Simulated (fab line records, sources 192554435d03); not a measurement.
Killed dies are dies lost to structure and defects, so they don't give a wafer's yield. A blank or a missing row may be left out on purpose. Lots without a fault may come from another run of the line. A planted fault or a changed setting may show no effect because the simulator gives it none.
A struck lot beside a sound one | flow n5_finfet | 15 steps out of a route of 1938
Sound: wafers L461.2, L461.3, L461.6. Struck: wafer L453.5. (L453.4 of the same lot was not struck and is left out.) The cause comes at the end.
At each step with rows: each side's tool, then ch and its chambers, then its first start. Under that, the readings that differ: sound wafers | struck wafers | difference of the means | sigmas: that difference in standard deviations of wafers without a fault.
alike: readings whose means differ by less than 2 such deviations, and words and numbers that are the same on both sides. not compared: withheld readings, readings that some wafer has no value for, bounds like >300 that may hide the same value, and numbers for which the record gives no deviation and whose values overlap.
The two part at a step that has a row with sigmas, a row that says differs or no value, or rows on one side only. Numbers that don't overlap but have no deviation are shown without sigmas and don't part them. A reading that every wafer of one side lacks parts them only if that side has two wafers or more.

N5_BEOL_M6_OVL_MEAS_29:
  sound on overlay-02 ch 0, day 14 03:15; struck on overlay-01 ch 0, day 12 02:47
  alike: V5_OVL
N5_BEOL_M6_INSPECT_30: inspects for defects (brightfield).
  sound on defect_inspect-01, day 14 03:19; struck on defect_inspect-02, day 12 02:50
  alike: raw_defect_count
then, 1 step without rows for these wafers: N5_BEOL_M6_DESCUM_33 (chemistry O2, time 7 s).
N5_BEOL_M6_ETCH_72: etches underlayer in N2/H2, target depth 6.5 nm, time 5.2 s.
  sound on rie_diel-06 ch 2,3, day 14 03:23; struck on rie_diel-01 ch 1, day 12 02:54
  alike: drypump_motor_current_A, etch_rf_on_time_s, oes_product_au, rf_vpp_V, showerhead_plenum_p_Torr, throttle_valve_pct
  not compared: rf_hours_counter_h
N5_BEOL_M6_ETCH_65: etches SiARC in CF4, target depth 15.6 nm, time 26 s.
  sound on rie_diel-06 ch 2,3, day 14 03:23; struck on rie_diel-01 ch 1, day 12 02:55
  alike: cf4_flow_sccm, drypump_motor_current_A, etch_rf_on_time_s, mfc_ar_sccm, oes_product_au, rf_vpp_V, showerhead_plenum_p_Torr, throttle_valve_pct
  not compared: rf_hours_counter_h
N5_BEOL_M6_ETCH_66: etches SOC in N2/H2, target depth 80 nm, overetch 16 nm, time 120 s.
  sound on rie_diel-06 ch 2,3, day 14 03:25; struck on rie_diel-01 ch 1, day 12 02:56
  alike: drypump_motor_current_A, oes_product_au, rf_vpp_V, showerhead_plenum_p_Torr, throttle_valve_pct
  not compared: rf_hours_counter_h
then, 2 steps without rows for these wafers: N5_BEOL_M6_STRIP_69 (strips in N2/H2); N5_BEOL_M6_STRIP_73 (strips in N2/H2).
N5_BEOL_M6_VIA_ETCH_34: etches SiCOH lowk in C4F6/O2, target depth 126.3 nm, time 50.9 s.
  sound on rie_diel-06 ch 2,3, day 14 03:31; struck on rie_diel-01 ch 1, day 12 03:02
  alike: drypump_motor_current_A, mfc_ar_sccm, oes_product_au, rf_vpp_V, showerhead_plenum_p_Torr, throttle_valve_pct
  not compared: rf_hours_counter_h
then, 3 steps without rows for these wafers: N5_BEOL_M6_STRIP_76 (strips in C4F6/O2); N5_BEOL_M6_STRIP_36 (strips in N2/H2); N5_BEOL_M6_TRENCH_ETCH_37 (etches SiCOH lowk in C4F6/O2, target depth 94.435 nm, time 31.5 s).
N5_BEOL_M6_ETCH_41: etches SiCN in CH3F/O2, target depth 29.7 nm, time 52 s.
  sound on rie_diel-06 ch 2,3, day 14 03:39; struck on rie_diel-01 ch 1, day 12 03:10
  reading                  | sound             | struck | difference | sigmas
  oes_product_au (a.u.)    | 0.84 0.91 0.91    | 0.61   | -0.28      | -3
  model.etch.depth_nm (nm) | 19.93 19.95 19.88 | 10.04  | -9.88      |
  alike: drypump_motor_current_A, mfc_ar_sccm, rf_vpp_V, showerhead_plenum_p_Torr, throttle_valve_pct
  not compared: rf_hours_counter_h
N5_BEOL_M6_STRIP_80: strips in N2/H2, time 10 s.
  sound on rie_diel-06 ch 2,3; struck on rie_diel-01 ch 1
  alike: drypump_motor_current_A, oes_product_au, rf_vpp_V, showerhead_plenum_p_Torr, throttle_valve_pct
  not compared: rf_hours_counter_h
N5_PASSIVATION_PROBE_49:
  the record has rows for the sound wafers here (prober-01, day 18 02:17) and none for the struck ones

WHERE THEY PART
First at N5_BEOL_M6_ETCH_41; last, within this record, at N5_PASSIVATION_PROBE_49.

WHY: what the simulator had put in
Process parameter drift: rie_diel-01, from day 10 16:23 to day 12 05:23, at N5_BEOL_M6_ETCH_41. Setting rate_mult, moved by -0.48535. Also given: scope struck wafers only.
